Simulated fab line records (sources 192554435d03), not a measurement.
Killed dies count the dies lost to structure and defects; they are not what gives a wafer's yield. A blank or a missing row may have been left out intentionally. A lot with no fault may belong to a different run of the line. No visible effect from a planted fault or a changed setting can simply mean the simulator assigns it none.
Comparing a struck lot with a sound one -- flow n5Finfet -- 15 steps out of a route of 1938
Sound: wafers L594.2, L594.3, L594.4. Wafers struck: L601.1, L601.2, L601.6. The cause is given at the end.
Each step with rows lists, per side, the tool, then ch with its chambers, then its first start. Under that, the readings that differ: sound wafers -- struck wafers -- difference of the means -- sigmas: that difference in standard deviations of wafers without a fault.
alike: readings with means less than 2 such deviations apart, plus words and numbers identical on both sides. not compared: withheld readings, readings lacking a value on some wafer, bounds such as >300 that could conceal the same value, and numbers that have no deviation in the record and whose values overlap.
A row with sigmas, a row that says differs or no value, or rows on one side alone: a step with any of these is where the two part. When numbers do not overlap yet have no deviation, they are printed without sigmas and do not part them. A reading that every wafer of one side lacks parts them only if that side has two wafers or more.

first, 8 steps without rows for these wafers: N5_BEOL_M10_COAT_59 (time 60 s, resist thk 100 nm); N5_BEOL_M10_COAT_60 (time 60 s, resist thk 30 nm); N5_BEOL_M10_COAT_05 (resist thk 90 nm); N5_BEOL_M10_EBR_07; N5_BEOL_M10_SOFTBAKE_06 (time 60 s); N5_BEOL_M10_EXPOSE_08 (exposes mask M10); N5_BEOL_M10_PEB_09 (peb time 60 s); N5_BEOL_M10_DEVELOP_10 (develop time 30 s).
N5_BEOL_M10_CD_MEAS_11: the cd target is 64.1 nm.
  sound on cdSem-03 ch 0, day 13 07:38; struck on cdSem-01 ch 0, day 14 17:56
  alike: cdNm
N5_BEOL_M10_OVL_MEAS_12:
  sound on overlay-02 ch 0, day 13 07:40; struck on overlay-02 ch 0, day 14 17:58
  alike: M10_OVL
N5_BEOL_M10_INSPECT_13: inspects for defects (brightfield).
  sound on defectInspect-01, day 13 07:41; struck on defectInspect-02, day 14 18:00
  alike: rawDefectCount
N5_BEOL_M10_DESCUM_16: chemistry O2, time 7.9 s.
  sound on rieDiel-06 ch 0,1,3, day 13 07:47; struck on rieDiel-03 ch 0,1,3, day 14 18:04
  alike: drypumpMotorCurrentA, oesProductAu, rfVppV, showerheadPlenumPTorr, throttleValvePct
  not compared: rfHoursCounterH
N5_BEOL_M10_ETCH_61: etches SiARC in CF4, target depth 39 nm, time 65 s.
  sound on rieDiel-06 ch 0,1,3, day 13 07:49; struck on rieDiel-03 ch 0,1,3, day 14 18:06
reading,sound,struck,difference,sigmas
cf4FlowSccm (sccm),99.8 100.0 100.1,70.6 70.4 69.9,-29.7,-99
showerheadPlenumPTorr (Torr),2.19 2.03 2.12,1.86 1.95 1.85,-0.23,-3
throttleValvePct (%),15.41 15.70 15.43,14.32 14.37 14.45,-1.13,-9
  alike: drypumpMotorCurrentA, etchRfOnTimeS, oesProductAu, rfVppV
  not compared: rfHoursCounterH
N5_BEOL_M10_ETCH_62: etches SOC in N2/H2, target depth 110 nm, overetch 22 nm, time 165 s.
  sound on rieDiel-06 ch 0,1,3, day 13 07:52; struck on rieDiel-03 ch 0,1,3, day 14 18:09
  alike: drypumpMotorCurrentA, oesProductAu, rfVppV, showerheadPlenumPTorr, throttleValvePct
  not compared: rfHoursCounterH
-- a jump in the record: the struck wafers' starts before and after are 2 days apart (it breaks off in module BEOL_M10 and resumes in module PASSIVATION, where the first step shown is number 1936 of the route) --
N5_PASSIVATION_PROBE_49:
  the record has rows for the struck wafers here (prober-02, day 17 01:55) and none for the sound ones

## WHERE THEY PART
At N5_BEOL_M10_ETCH_61 first; at N5_PASSIVATION_PROBE_49 last (within this record only).

WHY: the cause the simulator had injected
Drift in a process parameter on rieDiel-03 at N5_BEOL_M10_ETCH_61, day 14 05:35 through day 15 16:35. From 100, the setting cf4FlowSccm moved by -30. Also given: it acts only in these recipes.
